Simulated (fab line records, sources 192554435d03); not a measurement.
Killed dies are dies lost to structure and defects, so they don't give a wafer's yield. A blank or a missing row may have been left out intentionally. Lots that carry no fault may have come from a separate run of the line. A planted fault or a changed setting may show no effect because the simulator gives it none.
Chamber matching / flow n5Finfet / 4 sister chambers for N5_HKMG_FIN_CMP_94 on cmp-03
The step polishes, stops on SiNx, t overpolish 4.7 s, target thk 43.299 nm. 4 wafers are shown with their chamber, then 7 later ones without.

== EACH WAFER AND ITS CHAMBER ==
wafer=L086.2; chamber=0; motorCurrentA (A)=12.5
wafer=L093.3; chamber=3; motorCurrentA (A)=11.1
wafer=L093.4; chamber=2; motorCurrentA (A)=10.9
wafer=L094.2; chamber=1; motorCurrentA (A)=15.5

== WAFERS WITHOUT THEIR CHAMBER ==
wafer=L094.3; motorCurrentA (A)=13.0
wafer=L095.4; motorCurrentA (A)=11.4
wafer=L096.2; motorCurrentA (A)=15.1
wafer=L096.3; motorCurrentA (A)=11.8
wafer=L097.1; motorCurrentA (A)=12.0
wafer=L097.3; motorCurrentA (A)=11.3
wafer=L097.4; motorCurrentA (A)=10.9

== THE CHAMBER EACH PASSED THROUGH ==
wafer=L094.3; from the rows above=0; in truth=0
wafer=L095.4; from the rows above=can't be placed: 3 or 2 or 0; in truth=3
wafer=L096.2; from the rows above=1; in truth=1
wafer=L096.3; from the rows above=can't be placed: 0 or 3 or 2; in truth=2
wafer=L097.1; from the rows above=can't be placed: 0 or 3 or 2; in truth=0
wafer=L097.3; from the rows above=can't be placed: 3 or 2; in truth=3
wafer=L097.4; from the rows above=can't be placed: 2 or 3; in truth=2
Correctly placed: 2 of 7. These rows do not allow placing 5 (true chamber among the candidates in 5). 0 placed wrongly.
How it was worked out, from the rows above alone: a wafer's distance from a chamber is the root of the sum, over the readings, of the square of ((its reading less the chamber's mean) divided by the reading's scatter). The wafer belongs to the nearest chamber; if the next one is less than 2 further off, it can't be placed. For every chamber, the mean is computed from those of its wafers that are shown. The scatter: root of mean squared gap, hidden wafer to nearest shown wafer, with one shown wafer a chamber.
